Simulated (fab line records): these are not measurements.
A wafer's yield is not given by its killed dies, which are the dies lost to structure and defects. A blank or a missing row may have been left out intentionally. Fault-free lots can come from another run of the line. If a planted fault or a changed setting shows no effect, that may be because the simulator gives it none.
Matching of chambers    flow n5_finfet    N5_DUMMY_GATE_ALD_02 on ald_sin-03 has 4 sister chambers
The step deposits SiO2, target thk 2 nm, pulse time 1 s. 8 wafers are shown with their chamber, then 7 later ones without.

== WAFERS PAIRED WITH THEIR CHAMBERS ==
wafer   chamber  heater_power_w (W)  precursor_pulse_height_rel
L078.2  3        436                 1.016
L078.5  1        424                 0.978
L078.6  2        455                 1.013
L084.2  3        427                 1.040
L084.4  1        433                 0.976
L084.6  0        569                 0.986
L085.1  2        456                 1.000
L085.2  0        551                 0.995

== WAFERS WITHOUT THEIR CHAMBER ==
wafer   heater_power_w (W)  precursor_pulse_height_rel
L085.6  435                 0.990
L088.2  437                 1.013
L088.4  569                 1.020
L088.5  549                 1.011
L092.1  568                 1.018
L092.2  428                 1.003
L092.3  441                 0.988

== WHICH CHAMBER EACH WENT THROUGH ==
wafer   from the rows above           in truth
L085.6  can't be placed: 1 or 2       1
L088.2  can't be placed: 3 or 2       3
L088.4  0                             0
L088.5  0                             0
L092.1  0                             0
L092.2  can't be placed: 3 or 1 or 2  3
L092.3  can't be placed: 1 or 2       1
Correctly placed: 3 of 7. From these rows, 4 cannot be placed; in 4 the true chamber is one of the candidates. 0 placed wrongly.
How it was worked out, from the rows above alone: a wafer's distance from a chamber is the root of the sum, over the readings, of the square of ((its reading less the chamber's mean) divided by the reading's scatter). The wafer belongs to the nearest chamber; if the next one is less than 2 further off, it can't be placed. A chamber's mean is the mean of its shown wafers. The scatter: the root of (the sum of the squares of (reading less its chamber's mean) over the shown wafers, divided by (wafers less chambers)).
